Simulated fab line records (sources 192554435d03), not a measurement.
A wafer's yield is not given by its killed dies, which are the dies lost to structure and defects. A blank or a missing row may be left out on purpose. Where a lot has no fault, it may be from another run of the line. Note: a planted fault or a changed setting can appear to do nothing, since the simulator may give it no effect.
What tool caused it? -- flow n5-finfet -- 10 lots, 28 wafers sampled, at 6 steps of a route of 1938

WHAT EACH GAUGE READ, for each wafer
Not one reading of a measure or inspect step in the record can be checked against a usual standard deviation.

WHAT TOOL EACH LOT RAN ON (gives the tool, then ch and the chambers of the sampled wafers, and finally the start)
lot,N5_BEOL_M6_PECVD_70,N5_BEOL_M6_ETCH_41,N5_BEOL_M6_CMP_52,N5_BEOL_M6_DEP_56,N5_BEOL_M7_HM_DEP_02,N5_PASSIVATION_PROBE_49
L869,"pecvd-04 ch 0,1, day 9 18:37","rie-diel-06 ch 1,2,3, day 10 02:58 or earlier","cmp-03 ch 1,3, day 10 02:58","pecvd-04 ch 0,1,2, day 10 03:17","pvd-sputter-01, day 10 04:58",-
L868,"pecvd-04 ch 1,2, day 9 20:31","rie-diel-06 ch 1,2,3, day 10 05:31 or earlier","cmp-03 ch 0,1,3, day 10 05:31","pecvd-02 ch 0,1, day 10 05:50","pvd-sputter-02, day 10 06:41",-
L870,"pecvd-02 ch 0,1,2, day 10 02:46","rie-diel-03 ch 0,2, day 10 08:51 or earlier","cmp-01 ch 1,2, day 10 08:51","pecvd-02 ch 0,1,2, day 10 09:13","pvd-sputter-03, day 10 11:08",-
L874,"pecvd-02 ch 0,1,2, day 10 18:29","rie-diel-03 ch 0,2,3, day 10 23:53 or earlier","cmp-01 ch 0,1,2, day 10 23:53","pecvd-04 ch 0,1,2, day 11 00:15","pvd-sputter-01, day 11 01:34",-
L877,"pecvd-04 ch 2, day 11 22:00","rie-diel-03 ch 1,3, day 12 04:30 or earlier","cmp-04 ch 1,3, day 12 04:30","pecvd-01 ch 0, day 12 04:44","pvd-sputter-03, day 12 06:19","prober-02, day 15 12:15"
L879,"pecvd-04 ch 1,2, day 12 10:10","rie-diel-06 ch 1,2, day 12 17:37 or earlier","cmp-04 ch 0,1,2, day 12 17:37","pecvd-04 ch 0,1,2, day 12 17:52","pvd-sputter-02, day 12 18:56",-
L880,"pecvd-04 ch 0,1, day 12 15:17","rie-diel-03 ch 0,2, day 12 23:33 or earlier","cmp-03 ch 2,3, day 12 23:33","pecvd-01 ch 1,2, day 12 23:54","pvd-sputter-02, day 13 01:39",-
L883,"pecvd-01 ch 0,2, day 13 01:01","rie-diel-06 ch 1,2, day 13 07:32 or earlier","cmp-04 ch 0,3, day 13 07:32","pecvd-01 ch 0,2, day 13 07:52","pvd-sputter-03, day 13 08:59",-
L884,"pecvd-02 ch 0,2, day 13 08:34","rie-diel-03 ch 0,1,2, day 13 15:04 or earlier","cmp-03 ch 0,1,2, day 13 15:04","pecvd-02 ch 0,2, day 13 15:23","pvd-sputter-02, day 13 18:14",-
L886,"pecvd-01 ch 0,1,2, day 14 09:51","rie-diel-03 ch 1,2,3, day 14 16:28 or earlier","cmp-04 ch 0,1,3, day 14 16:28","pecvd-01 ch 1,2, day 14 16:46","pvd-sputter-03, day 14 17:36",-
- N5_BEOL_M6_PECVD_70: deposits SiO2 from TEOS/O2, target thk 20 nm, time 22.7 s.
- N5_BEOL_M6_ETCH_41: etches SiCN in CH3F/O2, target depth 29.7 nm, time 52 s.
- N5_BEOL_M6_CMP_52: polishes, stops on SiCOH lowk, t overpolish 6.9 s, target thk 80 nm.
- N5_BEOL_M6_DEP_56: deposits SiCN from 3MS/NH3, target thk 10 nm, time 17.5 s.
- N5_BEOL_M7_HM_DEP_02: deposits TiN, target thk 20 nm.
- N5_PASSIVATION_PROBE_49

WHAT THE TOOLS THEMSELVES READ (means of the sampled wafers that have a number; where no wafer has one, the mark that the record gives instead)
N5_BEOL_M6_PECVD_70. Usual: heater-power-w 731 W, standard deviation 72; showerhead-plenum-p-Torr 8.80 Torr, standard deviation 0.059; showerhead-vpp-V 1290 V, standard deviation 53; throttle-valve-pct 22.3 %, standard deviation 1.5.
lot,tool,heater-power-w (W),showerhead-plenum-p-Torr (Torr),showerhead-vpp-V (V),throttle-valve-pct (%),flag
L869,pecvd-04,731,8.76,1220,23.8,
L868,pecvd-04,765,8.87,1304,21.3,
L870,pecvd-02,700,8.79,1314,22.9,
L874,pecvd-02,752,8.81,1325,22.9,
L877,pecvd-04,757,8.89,1350,20.0,
L879,pecvd-04,766,8.80,1278,23.0,
L880,pecvd-04,674,8.74,1226,23.3,
L883,pecvd-01,679,8.77,1290,21.3,
L884,pecvd-02,713,8.80,1322,22.7,
L886,pecvd-01,748,8.80,1303,21.6,

N5_BEOL_M6_ETCH_41. Usual: O2_flow_sccm 20.00 sccm, standard deviation 0.056; chamber-pressure-mTorr 30.00 mTorr, standard deviation 0.031; drypump-motor-current-A 5.7 A, standard deviation 0.42; oes-product-au 0.79 a.u., standard deviation 0.089; rf-vpp-V 297.1 V, standard deviation 1.7; showerhead-plenum-p-Torr 1.99 Torr, standard deviation 0.069; throttle-valve-pct 16.29 %, standard deviation 0.16.
lot,tool,O2_flow_sccm (sccm),chamber-pressure-mTorr (mTorr),drypump-motor-current-A (A),oes-product-au (a.u.),rf-vpp-V (V),showerhead-plenum-p-Torr (Torr),throttle-valve-pct (%),flag
L869,rie-diel-06,20.04,29.99,5.8,0.79,297.2,2.00,16.13,
L868,rie-diel-06,20.02,30.02,5.8,0.80,298.2,2.00,16.13,
L870,rie-diel-03,20.00,30.03,6.2,0.75,296.2,1.92,16.40,
L874,rie-diel-03,19.97,30.05,6.0,0.79,295.0,1.93,16.35,
L877,rie-diel-03,20.04,30.04,5.4,0.87,297.7,1.98,16.28,
L879,rie-diel-06,19.96,29.98,5.6,0.84,298.6,2.07,16.05,
L880,rie-diel-03,19.97,30.02,6.2,0.74,296.2,1.92,16.43,
L883,rie-diel-06,20.04,30.00,5.5,0.78,297.9,2.02,16.09,
L884,rie-diel-03,20.03,30.02,5.8,0.79,297.2,1.95,16.39,
L886,rie-diel-03,19.94,30.00,5.7,0.79,296.5,1.95,16.36,

N5_BEOL_M6_CMP_52. Usual: barrier-field-endpoint-s 28.9 s, standard deviation 0.79; clearing-platen-down-force-psi 1.500 psi, standard deviation 0.0035; motor-current-A 5.8 A, standard deviation 0.54; overpolish-run-s 6.901 s, standard deviation 0.0093.
lot,tool,barrier-field-endpoint-s (s),clearing-platen-down-force-psi (psi),motor-current-A (A),overpolish-run-s (s),flag
L869,cmp-03,29.2,1.502,5.3,6.890,
L868,cmp-03,29.1,1.501,5.6,6.900,
L870,cmp-01,28.6,1.502,5.5,6.907,
L874,cmp-01,28.2,1.499,5.7,6.901,
L877,cmp-04,38.5,1.500,6.6,3.473,OFF
L879,cmp-04,34.9,1.505,5.9,4.952,OFF
L880,cmp-03,36.4,1.502,5.7,4.051,OFF
L883,cmp-04,29.3,1.499,6.2,6.900,
L884,cmp-03,28.7,1.500,5.4,6.896,
L886,cmp-04,29.1,1.501,6.5,6.905,

N5_BEOL_M6_DEP_56. Usual: showerhead-plenum-p-Torr 3.667 Torr, standard deviation 0.011; showerhead-vpp-V 868 V, standard deviation 32; throttle-valve-pct 9.0 %, standard deviation 0.58.
lot,tool,showerhead-plenum-p-Torr (Torr),showerhead-vpp-V (V),throttle-valve-pct (%),flag
L869,pecvd-04,3.671,848,8.9,
L868,pecvd-02,3.666,900,9.6,
L870,pecvd-02,3.667,889,9.2,
L874,pecvd-04,3.668,847,8.9,
L877,pecvd-01,3.649,854,8.9,
L879,pecvd-04,3.665,848,8.9,
L880,pecvd-01,3.667,878,8.6,
L883,pecvd-01,3.661,875,8.5,
L884,pecvd-02,3.671,886,9.1,
L886,pecvd-01,3.675,884,8.5,

N5_BEOL_M7_HM_DEP_02. Usual: throttle-valve-pct 30.2 %, standard deviation 1.
lot,tool,throttle-valve-pct (%),flag
L869,pvd-sputter-01,30.1,
L868,pvd-sputter-02,30.6,
L870,pvd-sputter-03,29.9,
L874,pvd-sputter-01,30.5,
L877,pvd-sputter-03,31.0,
L879,pvd-sputter-02,29.9,
L880,pvd-sputter-02,29.8,
L883,pvd-sputter-03,29.4,
L884,pvd-sputter-02,30.2,
L886,pvd-sputter-03,29.0,

N5_PASSIVATION_PROBE_49. Usual: defect-limited-yield 91.3 %, standard deviation 1.5; killed_at_M0_to_M3 34, standard deviation 11; killed_at_M4_up 14, standard deviation 6.1; killed-at-contacts 12, standard deviation 5.9; killed-at-front-end 39, standard deviation 11; killed-at-other 4, standard deviation 3.3; killed-dies 102, standard deviation 18; killed-on-rim 13, standard deviation 3.8; killed-open 67, standard deviation 13; killed-short 33, standard deviation 7.9; sort_bin_5_function 5.1 %, standard deviation 1; sort_bin_6_memory 3.3 %, standard deviation 0.7; sort-n-pass 1077, standard deviation 19; sort-yield-pct 91.3 %, standard deviation 1.6.
lot,tool,defect-limited-yield (%),killed_at_M0_to_M3,killed_at_M4_up,killed-at-contacts,killed-at-front-end,killed-at-other,killed-dies,killed-on-rim,killed-open,killed-short,sort_bin_5_function (%),sort_bin_6_memory (%),sort-n-pass,sort-yield-pct (%),flag
L877,prober-02,93.4,23,11,8,32,4,78,10,48,30,4.5,1.9,1102,93.4,

THE ANSWER, worked out from the rows above alone
Rule: a lot is off if the mean of its wafers that have a number lies more than 3 standard deviations from the usual mean. A lot without any number at a reading at which 4 lots or more have one is off too. Any other lot the step has rows for is counted as sound. The gauges are gone through in route order, then the tools' own readings, and for those a lot's mean is taken as printed above. At the first step where some lot is off, the reading lying furthest off is the one used; lots without a number count as furthest.
Off at N5_BEOL_M6_CMP_52 (overpolish-run-s): L877, L879, L880.
If a tool, at that step or one of the process steps before it, ran each lot that is off and ran no sound lot following the first of them, it fits. N5_BEOL_M6_ETCH_41: start missing for some lots; hours and lot order therefore follow N5_BEOL_M6_CMP_52. One candidate fits, namely pecvd-04 at N5_BEOL_M6_PECVD_70. Its last sound lot is L868 (day 9 20:31), its first lot that is off L877 (day 11 22:00): a fault that began between those two fits.

WHAT THE SIMULATOR PUT IN
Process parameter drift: pecvd-04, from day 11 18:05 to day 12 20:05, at N5_BEOL_M6_PECVD_70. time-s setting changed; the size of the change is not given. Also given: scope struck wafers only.
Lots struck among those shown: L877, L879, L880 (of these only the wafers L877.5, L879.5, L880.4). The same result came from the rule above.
